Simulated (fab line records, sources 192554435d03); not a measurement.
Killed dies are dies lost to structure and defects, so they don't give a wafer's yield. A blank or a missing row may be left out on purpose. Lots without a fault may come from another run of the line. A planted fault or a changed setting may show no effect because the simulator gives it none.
Split-lot experiment | flow n5_finfet | 7 lots, 21 wafers read, on a route of 1938 steps

THE SPLIT
At N5_BEOL_M10_DEP_56 (deposits SiCN from 3MS/NH3, target thk 15 nm, time 26.5 s), the setting time_s was moved away from the recipe's 26.5 s on 9 of the 21 wafers read, by -6.3% to +14.5%. The other wafers ran this setting at the recipe's value.

The reading is taken at the split's own step.

THE READING
SiCN_of_BEOL_M10_DEP_56.thk_nm (the simulator's own value, which no gauge read), in nm, at N5_BEOL_M10_DEP_56 (deposits SiCN from 3MS/NH3, target thk 15 nm, time 26.5 s). The file gives no usual value for it. The 12 wafers here that ran the recipe average 15.1 nm, standard deviation 0.17 nm.

wafer  | tool, chamber at the split | time_s as run, s | against the recipe | SiCN_of_BEOL_M10_DEP_56.thk_nm, nm | against lot-mates on the recipe
L074.2 | pecvd-01, 1                | 30.34            | +14.5%             | 17                                 | +1.8
L074.5 | pecvd-01, 0,1              | 26.5             | recipe             | 15.2                               | -
L074.6 | pecvd-01, 0,1              | 26.5             | recipe             | 15.2                               | -
L079.1 | pecvd-01, 0,2              | 24.82            | -6.3%              | 14.2                               | -0.6
L079.6 | pecvd-01, 0,2              | 24.82            | -6.3%              | 14.2                               | -0.6
L079.2 | pecvd-01, 1                | 26.5             | recipe             | 14.8                               | -
L080.1 | pecvd-03, 1                | 26.5             | recipe             | 15                                 | -
L080.4 | pecvd-03, 1                | 28.82            | +8.8%              | 16.4                               | +1.4
L080.5 | pecvd-03, 0                | 28.82            | +8.8%              | 16.8                               | +1.8
L084.1 | pecvd-02, 2                | 26.5             | recipe             | 15                                 | -
L084.3 | pecvd-02, 0                | 25.22            | -4.8%              | 14.4                               | -0.7
L084.6 | pecvd-02, 2                | 26.5             | recipe             | 15.2                               | -
L088.2 | pecvd-03, 0,1              | 26.5             | recipe             | 15                                 | -
L088.4 | pecvd-03, 0,1              | 26.5             | recipe             | 15                                 | -
L088.5 | pecvd-03, 0                | 26.5             | recipe             | 15.2                               | -
L087.4 | pecvd-01, 2,0              | 26.5             | recipe             | 15.4                               | -
L087.5 | pecvd-01, 2,0              | 26.5             | recipe             | 15.4                               | -
L087.6 | pecvd-01, 1                | 26.5             | recipe             | 15.2                               | -
L091.1 | pecvd-01, 0                | 25.4             | -4.2%              | 14.4                               | no lot-mate on the recipe
L091.2 | pecvd-01, 1,2              | 25.4             | -4.2%              | 14.6                               | no lot-mate on the recipe
L091.4 | pecvd-01, 1,2              | 25.4             | -4.2%              | 14.6                               | no lot-mate on the recipe
Where a row lists several chambers, the file gives one row for several wafers and doesn't say which wafer went through which chamber.

THE FIT
A straight line over all 21 wafers: SiCN_of_BEOL_M10_DEP_56.thk_nm changes by +0.146 nm for each +1% of time_s; r = +0.97; the points scatter about the line by 0.18 nm.
The same after taking each lot's own level away (the mean of its wafers on the recipe; 18 wafers): +0.137 nm for each +1%; r = +0.97; scatter 0.19 nm.
On that fit, the largest move of time_s shifts the reading by 2 nm.
The lots' own levels span 14.80 to 15.33 nm, that is 3.1 times the standard deviation above.
So the lot-to-lot level changes the slope little: the two slopes agree.
Check: with one of the wafers moved furthest among these (+14.5%) left out of the fit, the line predicts +2.28 nm for it against its lot-mates. It came out at +1.8 nm against them.

OTHER SPLITS ON THESE WAFERS
These wafers also went through other splits before the reading. Each is held against what the fit with the lots' levels taken away leaves over:
other split on the same wafers | wafers away from the commonest value | r with SiCN_of_BEOL_M10_DEP_56.thk_nm (lot level and that fit taken away)
N5_BEOL_M8_EXPOSE_08 dose_mj   | 5                                    | -0.41
N5_BEOL_M9_COAT_60 spin_rpm    | 7                                    | +0.07
N5_BEOL_M9_ETCH_66 time_s      | 8                                    | +0.14

THE FILE'S OWN FIT
SiCN_of_BEOL_M10_DEP_56.thk_nm changes by +0.135 nm for each +1% of time_s, r = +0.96.
